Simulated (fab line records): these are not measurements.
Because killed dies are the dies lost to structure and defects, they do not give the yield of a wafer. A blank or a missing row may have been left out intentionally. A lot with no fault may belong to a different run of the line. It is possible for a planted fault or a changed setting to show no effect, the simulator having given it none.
Shared-tool check || flow nand_harc || Sampled: 14 lots, 48 wafers

REASON IT WAS OPENED
On 2 of the 14 lots, a flag is raised at NHARC_A_ONON_D1_THK_MEAS_30 on the reading thk_nm. No-fault wafers: 999 nm, standard deviation 10.
Rule: flag the lot when none of its wafers has a number, or when each of its wafers that has one lies beyond 4 standard deviations from that mean. The rest of the lots are taken to be sound.

{"lot": "L465", "measured": "day 8 10:11", "on": "film_metro-01", "thk_nm (nm), wafer by wafer": "1010 1009 1010", "flag": ""}
{"lot": "L466", "measured": "day 8 21:10", "on": "film_metro-02", "thk_nm (nm), wafer by wafer": "998 998 999", "flag": ""}
{"lot": "L468", "measured": "day 9 13:00", "on": "film_metro-02", "thk_nm (nm), wafer by wafer": "1002 1000 1000", "flag": ""}
{"lot": "L469", "measured": "day 9 22:25", "on": "film_metro-01", "thk_nm (nm), wafer by wafer": "1006 1005 1006", "flag": ""}
{"lot": "L472", "measured": "day 10 22:16", "on": "film_metro-02", "thk_nm (nm), wafer by wafer": "995 995 995", "flag": ""}
{"lot": "L474", "measured": "day 11 21:25", "on": "film_metro-02", "thk_nm (nm), wafer by wafer": "709 709 709 709 711 709", "flag": "FLAGGED"}
{"lot": "L475", "measured": "day 12 06:19", "on": "film_metro-02", "thk_nm (nm), wafer by wafer": "703 701 702 702 702 704", "flag": "FLAGGED"}
{"lot": "L478", "measured": "day 13 16:10", "on": "film_metro-01", "thk_nm (nm), wafer by wafer": "995 995 995", "flag": ""}
{"lot": "L479", "measured": "day 14 13:05", "on": "film_metro-02", "thk_nm (nm), wafer by wafer": "994 993 996", "flag": ""}
{"lot": "L480", "measured": "day 14 20:42", "on": "film_metro-02", "thk_nm (nm), wafer by wafer": "1004 1004 1005", "flag": ""}
{"lot": "L482", "measured": "day 15 06:29", "on": "film_metro-01", "thk_nm (nm), wafer by wafer": "989 988 988", "flag": ""}
{"lot": "L484", "measured": "day 15 23:07", "on": "film_metro-01", "thk_nm (nm), wafer by wafer": "1010 1011 1011", "flag": ""}
{"lot": "L487", "measured": "day 17 10:04", "on": "film_metro-01", "thk_nm (nm), wafer by wafer": "1011 1010 1011", "flag": ""}
{"lot": "L488", "measured": "day 18 00:11", "on": "film_metro-01", "thk_nm (nm), wafer by wafer": "993 991 994", "flag": ""}
The numbers of the flagged lots are 706 nm on average: -293 nm against the usual, or -29 standard deviations.

TOOL THAT RAN EACH LOT
The record keeps 1 process step preceding the reading, out of 1302 steps on the route. Cell contents, in order: the tool; ch with the chambers the sampled wafers went through; the start.
{"lot": "L465", "flag": "", "NHARC_A_ONON_D1_DEP_28": "pecvd_onon-04 ch 0, day 8 09:40"}
{"lot": "L466", "flag": "", "NHARC_A_ONON_D1_DEP_28": "pecvd_onon-03 ch 0, day 8 20:40"}
{"lot": "L468", "flag": "", "NHARC_A_ONON_D1_DEP_28": "pecvd_onon-04 ch 0, day 9 12:30"}
{"lot": "L469", "flag": "", "NHARC_A_ONON_D1_DEP_28": "pecvd_onon-01 ch 0, day 9 21:58"}
{"lot": "L472", "flag": "", "NHARC_A_ONON_D1_DEP_28": "pecvd_onon-04 ch 0, day 10 21:49"}
{"lot": "L474", "flag": "FLAGGED", "NHARC_A_ONON_D1_DEP_28": "pecvd_onon-04 ch 0, day 11 20:58"}
{"lot": "L475", "flag": "FLAGGED", "NHARC_A_ONON_D1_DEP_28": "pecvd_onon-04 ch 0, day 12 05:48"}
{"lot": "L478", "flag": "", "NHARC_A_ONON_D1_DEP_28": "pecvd_onon-03 ch 0, day 13 15:43"}
{"lot": "L479", "flag": "", "NHARC_A_ONON_D1_DEP_28": "pecvd_onon-04 ch 0, day 14 12:37"}
{"lot": "L480", "flag": "", "NHARC_A_ONON_D1_DEP_28": "pecvd_onon-04 ch 0, day 14 20:14"}
{"lot": "L482", "flag": "", "NHARC_A_ONON_D1_DEP_28": "pecvd_onon-04 ch 0, day 15 06:02"}
{"lot": "L484", "flag": "", "NHARC_A_ONON_D1_DEP_28": "pecvd_onon-04 ch 0, day 15 22:37"}
{"lot": "L487", "flag": "", "NHARC_A_ONON_D1_DEP_28": "pecvd_onon-03 ch 0, day 17 09:34"}
{"lot": "L488", "flag": "", "NHARC_A_ONON_D1_DEP_28": "pecvd_onon-04 ch 0, day 17 23:41"}
These steps, and what they do:
- NHARC_A_ONON_D1_DEP_28: target thk 1000 nm.
- NHARC_A_ONON_D1_THK_MEAS_30: measures by ellipsometry.

FLAGGED AGAINST TOTAL, ONE TOOL AT A TIME (gauges that did the reading follow at the end)
{"step": "NHARC_A_ONON_D1_DEP_28", "tool": "pecvd_onon-01", "lots run": 1, "flagged": 0, "share of the flagged lots": "none", "sound lots run after its first flagged lot": "-"}
{"step": "NHARC_A_ONON_D1_DEP_28", "tool": "pecvd_onon-03", "lots run": 3, "flagged": 0, "share of the flagged lots": "none", "sound lots run after its first flagged lot": "-"}
{"step": "NHARC_A_ONON_D1_DEP_28", "tool": "pecvd_onon-04", "lots run": 10, "flagged": 2, "share of the flagged lots": "all", "sound lots run after its first flagged lot": "5 (L479,L480,L482,L484,L488)"}
{"step": "NHARC_A_ONON_D1_THK_MEAS_30", "tool": "film_metro-01", "lots run": 7, "flagged": 0, "share of the flagged lots": "none", "sound lots run after its first flagged lot": "-"}
{"step": "NHARC_A_ONON_D1_THK_MEAS_30", "tool": "film_metro-02", "lots run": 7, "flagged": 2, "share of the flagged lots": "all", "sound lots run after its first flagged lot": "2 (L479,L480)"}

WHAT THE TABLE ALLOWS
Every flagged lot went through 2 rows of the table: pecvd_onon-04 at NHARC_A_ONON_D1_DEP_28 and film_metro-02 at NHARC_A_ONON_D1_THK_MEAS_30.
- pecvd_onon-04 at NHARC_A_ONON_D1_DEP_28: 2 of its 10 lots flagged. After the first flagged lot (L479, L480, L482, L484, L488), sound lots still ran on it; a lasting fault on the whole tool would not permit that.
- film_metro-02 at NHARC_A_ONON_D1_THK_MEAS_30: 2 of its 7 lots flagged. After the first flagged lot (L479, L480), sound lots still ran on it; a lasting fault on the whole tool would not permit that.
There is no row in the table that ran each flagged lot and no sound lot after the first.

WHAT THE SIMULATOR HAD PUT IN
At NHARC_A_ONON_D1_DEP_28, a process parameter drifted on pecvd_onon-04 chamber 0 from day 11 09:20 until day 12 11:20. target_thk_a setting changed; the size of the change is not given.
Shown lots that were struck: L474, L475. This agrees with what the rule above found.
